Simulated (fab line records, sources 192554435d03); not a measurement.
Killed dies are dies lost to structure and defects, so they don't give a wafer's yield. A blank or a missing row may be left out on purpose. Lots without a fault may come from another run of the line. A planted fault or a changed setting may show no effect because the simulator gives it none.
One fault seen from 2 desks | flow n5_finfet | each desk has only its own numbers; what lay behind them comes last

THE METROLOGY DESK
What the gauges read, lot by lot, whatever tool the lot ran on: means of the sampled wafers that have a number. A lot is out of limits, marked OUT, if its mean lies more than 4 standard deviations from the usual mean; the brackets give that distance. Of its 15 readings 7 are shown: the one that was out of limits first, and those that lie furthest out on some lot.
Columns: A = IOFF_P_85C at N5_BEOL_M4_RC_MEAS_101, usual 3.4 nA/um; B = IOFF_P_LIN at N5_BEOL_M4_RC_MEAS_101, usual 0.093 nA/um; C = IOFF_P_LONG at N5_BEOL_M4_RC_MEAS_101, usual 0.000102 nA/um; D = ION_P at N5_BEOL_M4_RC_MEAS_101, usual 456 uA/um; E = VT_P at N5_BEOL_M4_RC_MEAS_101, usual -252 mV; F = VT_P_LONG at N5_BEOL_M4_RC_MEAS_101, usual -276.3 mV; G = VT_P_LVT at N5_BEOL_M4_RC_MEAS_101, usual -99.8 mV
lot  | first seen here | A   | B     | C        | D   | E               | F                 | G
L252 | day 10 07:59    | 3.5 | 0.097 | 0.000094 | 457 | -252            | -278.9            | -99.3
L261 | day 12 22:44    | 3.0 | 0.083 | 0.000101 | 454 | -257            | -280.4            | -106.4
L263 | day 12 22:57    | 2.3 | 0.058 | 0.000078 | 430 | -266 (-4.4) OUT | -289.9 (-5.2) OUT | -114.2 (-6.3) OUT
L265 | day 14 01:52    | 3.7 | 0.103 | 0.000109 | 460 | -249            | -273.8            | -99.3
L267 | day 14 15:55    | 3.2 | 0.089 | 0.000102 | 455 | -253            | -275.3            | -99.6
L270 | day 15 02:43    | 2.9 | 0.080 | 0.000093 | 450 | -255            | -280.1            | -103.1
L271 | day 15 08:19    | 3.3 | 0.089 | 0.000101 | 461 | -252            | -277.7            | -101.4
L272 | day 15 11:44    | 3.8 | 0.104 | 0.000102 | 463 | -250            | -274.9            | -100.2
L273 | day 15 13:35    | 3.0 | 0.079 | 0.000087 | 451 | -256            | -279.9            | -101.5
This desk's finding: out of limits on L263; first on L263, day 12 22:57 (VT_P at N5_BEOL_M4_RC_MEAS_101). In limits: L252, L261, L265, L267, L270, L271, L272, L273.

THE TOOL OWNER'S DESK: ald_metal-02
The tool's own readings at N5_HKMG_FIN_PWFM_ALD_03 (deposits TiN, target thk 2 nm, pulse time 1 s, purge time 3 s): means of the sampled wafers that have a number, for each lot that ran on this tool. A lot is out of limits, marked OUT, if its mean lies more than 4 standard deviations from the usual mean; the brackets give that distance.
Columns: A = chamber_pressure_Torr at N5_HKMG_FIN_PWFM_ALD_03, usual 3.000 Torr; B = heater_power_w at N5_HKMG_FIN_PWFM_ALD_03, usual 848 W; C = precursor_pulse_height_rel at N5_HKMG_FIN_PWFM_ALD_03, usual 0.997
lot  | first seen here | A     | B   | C
L252 | day 4 16:14     | 2.998 | 845 | 0.993
L261 | day 7 04:21     | 2.995 | 818 | 0.996
L263 | day 7 11:29     | 3.002 | 745 | 0.997
L273 | day 9 22:58     | 2.992 | 816 | 0.978
This desk's finding: nothing out of limits on any of the 4 lots.

PUT TOGETHER
The metrology desk could have raised an alarm at day 12 22:57, on L263.
The tool owner's desk saw nothing out of limits.
The tool owner's desk has L263 on record, within its limits.
Of the lots named, all ran N5_HKMG_FIN_PWFM_ALD_03 on ald_metal-02.

WHAT THE SIMULATOR HAD PUT IN
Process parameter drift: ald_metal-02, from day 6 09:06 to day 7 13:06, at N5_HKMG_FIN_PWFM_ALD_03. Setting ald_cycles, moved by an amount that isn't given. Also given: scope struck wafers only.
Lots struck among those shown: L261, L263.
Hours from the fault's start to each desk's first reading out of limits: the metrology desk, 158.
